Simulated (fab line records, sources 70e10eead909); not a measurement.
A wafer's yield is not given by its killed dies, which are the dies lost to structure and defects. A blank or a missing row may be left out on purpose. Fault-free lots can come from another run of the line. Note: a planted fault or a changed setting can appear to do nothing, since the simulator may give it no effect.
Struck lot and sound lot, side by side	flow nand-harc	42 steps out of a route of 1302
Sound: wafers L521.1, L521.2, L521.4. Struck: wafers L533.1, L533.4 (left out: L533.5, a lot-mate that was not struck); the cause follows at the end.
At each step with rows: each side's tool, then ch and its chambers, then its first start. Under that, the readings that differ: sound wafers	struck wafers	difference of the means	sigmas: that difference in standard deviations of wafers without a fault.
alike: a reading whose means differ by less than 2 such deviations, as well as words and numbers matching on both sides. not compared: withheld readings; readings where some wafer has no value; bounds like >300 that might hide an equal value; numbers whose values overlap and for which the record gives no deviation.
Wherever a step has rows on one side only, a row that says differs or no value, or a row with sigmas, the two part there. Non-overlapping numbers with no deviation appear without sigmas and do not part them. A reading missing from all wafers of one side parts the sides only when that side holds two or more wafers.

first, 4 steps without rows for these wafers: NHARC_HYBRID_BOND_PRECLEAN_01 (cleans in DIW, time 300 s); NHARC_HYBRID_BOND_SRD_02 (time 30 s, dry time 20 s); NHARC_HYBRID_BOND_BOND_03; NHARC_HYBRID_BOND_ANNEAL_04 (time 7200 s).
NHARC_HYBRID_BOND_OVL_MEAS_05:
  sound: overlay-01 at day 24 03:13; struck: overlay-02 at day 29 06:40
  alike: overlay-x-nm, overlay-y-nm
NHARC_HYBRID_BOND_INSPECT_06: inspects for defects (ir void).
  sound: defect-inspect-02 at day 24 03:16; struck: defect-inspect-02 at day 29 06:43
reading	sound	struck	difference	sigmas
raw-defect-count	146 133 141	70 66	-72	-2
then, 2 steps without rows for these wafers: NHARC_THIN_TSV_GRIND_00; NHARC_THIN_TSV_CMP_01 (polishes).
NHARC_THIN_TSV_THK_MEAS_02: measures by ir.
  sound: film-metro-01 at day 24 04:55; struck: film-metro-02 at day 29 08:22
  alike: thk-nm
then, 3 steps without rows for these wafers: NHARC_THIN_TSV_SRD_03; NHARC_THIN_TSV_PRECLEAN_41 (cleans in SC1); NHARC_THIN_TSV_SRD_42.
NHARC_THIN_TSV_DEP_43: deposits SiO2, target thk 1328.5 nm.
  sound on pecvd-02 ch 0,2, day 24 05:08; struck on pecvd-02 ch 0,2, day 29 08:50
  alike: rf-fwd-power-W, throttle-valve-pct
then, 8 steps without rows for these wafers: NHARC_THIN_TSV_DEHYDRATE_04 (time 120 s); NHARC_THIN_TSV_HMDS_05 (time 30 s); NHARC_THIN_TSV_COAT_06; NHARC_THIN_TSV_SOFTBAKE_07 (time 95 s); NHARC_THIN_TSV_EBR_08; NHARC_THIN_TSV_EXPOSE_09 (exposes mask TSV); NHARC_THIN_TSV_PEB_10 (peb time 85 s); NHARC_THIN_TSV_DEVELOP_11 (time 70 s).
NHARC_THIN_TSV_CD_MEAS_12: the cd target is 1000 nm.
  sound on cd-sem-03 ch 0, day 24 05:58; struck on cd-sem-02 ch 0, day 29 09:28
  alike: cd-nm
then, 4 steps without rows for these wafers: NHARC_THIN_TSV_HARDBAKE_13 (time 80 s); NHARC_THIN_TSV_DESCUM_14 (chemistry O2, time 3 s); NHARC_THIN_TSV_ETCH_44 (etches the open film in CF4/O2, target depth 1594.2 nm, time 797.1 s); NHARC_THIN_TSV_ETCH_15 (target depth 3000 nm, bosch target overetch cycles 2, bosch etch step 2.8 s).
NHARC_THIN_TSV_CD_MEAS_16:
  sound: cd-sem-02 at day 24 07:04; struck: cd-sem-03 at day 29 10:25
  alike: cd-nm
then, 2 steps without rows for these wafers: NHARC_THIN_TSV_STRIP_45 (strips in O2); NHARC_THIN_TSV_STRIP_46 (strips in post etch residue remover, time 1200 s).
NHARC_THIN_TSV_DEP_47: deposits SiO2, target thk 200 nm.
  sound on pecvd-02 ch 0,1,2, day 24 07:56; struck on pecvd-03 ch 1,2, day 29 11:17
  alike: rf-fwd-power-W, throttle-valve-pct
NHARC_THIN_TSV_ETCHBACK_48: etches the open film in C4F8/Ar, target depth 1028.5 nm, time 405.17 s.
  sound on rie-diel-12 ch 0,1,3, day 24 08:22; struck on rie-diel-09 ch 0,1, day 29 11:47
reading	sound	struck	difference	sigmas
oes-product-au (a.u.)	0.90 0.93 0.91	1.00 1.01	+0.09	+3
  alike: rf-fwd-power-W, rf-vpp-V
  not compared: rf-hours-counter-h
NHARC_THIN_TSV_STRIP_62: strips in N2/H2, time 20 s.
  sound on plasma-asher-02 ch 0,1, day 24 08:41; struck on plasma-asher-02 ch 0,1, day 29 12:08
  alike: drypump-motor-current-A, heater-power-w, rf-refl-power-W
  not compared: rf-hours-counter-h
then, 5 steps without rows for these wafers: NHARC_THIN_TSV_DEGAS_49 (time 120 s); NHARC_THIN_TSV_PRE_CLEAN_50 (time 30 s); NHARC_THIN_TSV_PVD_19 (deposits TaN, target thk 20 nm); NHARC_THIN_TSV_PVD_51 (deposits Cu, target thk 100 nm); NHARC_THIN_TSV_ECD_20 (material Cu, target thk 2000 nm).
NHARC_THIN_TSV_ANNEAL_52: time 90 s.
  sound on rtp-anneal-01 ch 0, day 24 10:05; struck on rtp-anneal-01 ch 0, day 29 13:29
  alike: wafer_temp_C_max
then, 2 steps without rows for these wafers: NHARC_THIN_TSV_CMP_21 (polishes, t overpolish 30 s, target thk 2000 nm); NHARC_THIN_TSV_SRD_23.
NHARC_THIN_TSV_DEGAS_53: time 60 s.
  sound: pvd-sputter-01 at day 24 10:53; struck: pvd-sputter-02 at day 29 14:17
  alike: heater-power-w
NHARC_END_SORT_01:
  sound on prober-02 ch 0, day 24 21:13; struck on prober-01 ch 0, day 30 00:34
reading	sound	struck	difference	sigmas
defect-limited-yield (%)	90.0 88.9 89.2	0.1 0.1	-89.3	-31
killed-at-other	0 1 1	645 632	+638	+99 or more
killed-dies	68 75 73	676 676	+604	+30
sort_bin_2_pct (%)	3.5 5.6 3.8	97.0 95.4	+91.9	+71
sort-n-pass	609 602 604	1 1	-604	-30
sort-rim-yield-pct (%)	92 96 90	0 0	-93	-23
sort-yield-pct (%)	90.0 88.9 89.2	0.1 0.1	-89.3	-31
  alike: killed-at-array, killed-at-periphery, killed-open, killed-short, sort_bin_3_pct, sort_bin_4_pct

== WHERE THEY PART ==
Earliest at NHARC_HYBRID_BOND_INSPECT_06; latest, in this record, at NHARC_END_SORT_01.

WHY: what the simulator had put in
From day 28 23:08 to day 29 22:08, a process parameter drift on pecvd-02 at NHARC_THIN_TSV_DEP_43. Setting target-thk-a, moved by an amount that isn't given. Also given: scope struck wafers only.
